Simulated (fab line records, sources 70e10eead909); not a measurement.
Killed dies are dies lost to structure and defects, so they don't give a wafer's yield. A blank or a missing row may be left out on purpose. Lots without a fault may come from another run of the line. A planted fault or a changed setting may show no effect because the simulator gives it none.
Problem report in the 8D (eight disciplines) form, filled by code | flow nand_harc | the parts of the form that need people (team, actions taken, sign-off) are left out

1. THE PROBLEM
thk_nm at NHARC_A_ONON_D2_THK_MEAS_02 reads a mean of 1600 nm on 6 wafers of 2 lots; wafers without a fault read 1002 nm with a standard deviation of 10. That is +60 standard deviations from the usual mean.
The step: measures by ellipsometry.
First seen on wafer L254.3, day 16 19:51, on film_metro-01. The record holds 42 wafers of 14 lots with a number at this step. Rule for "out", or "out of limits": more than 4 standard deviations from the usual mean. The other wafers with a number count as sound.

2. WHAT IT IS AND WHAT IT IS NOT
question                    | is                           | is not
which readings at this step | thk_nm                       | -
which lots                  | L254, L256                   | L243, L245, L246, L250, L252, L255, L260, L262, L263, L264, L265, L266
which wafers of those lots  | all that have a number       | -
read on which gauges        | film_metro-01, film_metro-02 | -
when                        | from day 16 19:51            | up to then (15 sound wafers); but 21 sound wafers of L255, L260, L262, L263, L264, L265, L266 came after

3. SUSPECTS, AND WHAT RULES EACH OUT
Counting: a tool at a process step up to the reading stays a suspect if it ran every lot that is out and no sound lot after the first of them.
- the gauge at NHARC_A_ONON_D2_THK_MEAS_02: ruled out. The wafers that are out were read on 2 gauges (film_metro-01, film_metro-02).
- pecvd_onon-03 at NHARC_A_ONON_D2_DEP_00 (target thk 1000 nm): ruled out as a lasting fault. Sound lots L264, L265, L266 ran on it after its first lot that is out, L254 (day 16 19:27).
Left after counting: nothing in the record.

4. THE CAUSE (what the simulator had put in)
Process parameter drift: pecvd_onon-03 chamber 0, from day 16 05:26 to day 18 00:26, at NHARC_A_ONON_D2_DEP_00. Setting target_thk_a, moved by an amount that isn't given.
Counting ruled it out, wrongly: the rule takes a fault to strike every lot that its tool runs from its start on, and this one did not.

5. THE CHAIN OF EFFECTS, in route order
Each row: a reading whose mean over the struck wafers that have a number lies more than 3 standard deviations from the usual. Only readings for which the record gives a usual standard deviation are gone through. hours: the time from each lot's start at the first step in this table that gives one to its start at this step, as a median over the lots. sigmas: the change in usual standard deviations.
hours | step                        | reading         | usual   | on struck wafers | change | sigmas
0     | NHARC_A_ONON_D2_THK_MEAS_02 | thk_nm          | 1002 nm | 1600             | +598   | +60
285   | NHARC_END_SORT_01           | killed_at_array | 52      | 672              | +620   | +34
285   | NHARC_END_SORT_01           | killed_dies     | 57      | 677              | +620   | +33

6. WHAT WOULD HAVE CAUGHT IT SOONER
In this record the first reading out of limits at a measuring or inspecting step was taken at day 16 19:51, 14 hours after the fault began at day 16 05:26.
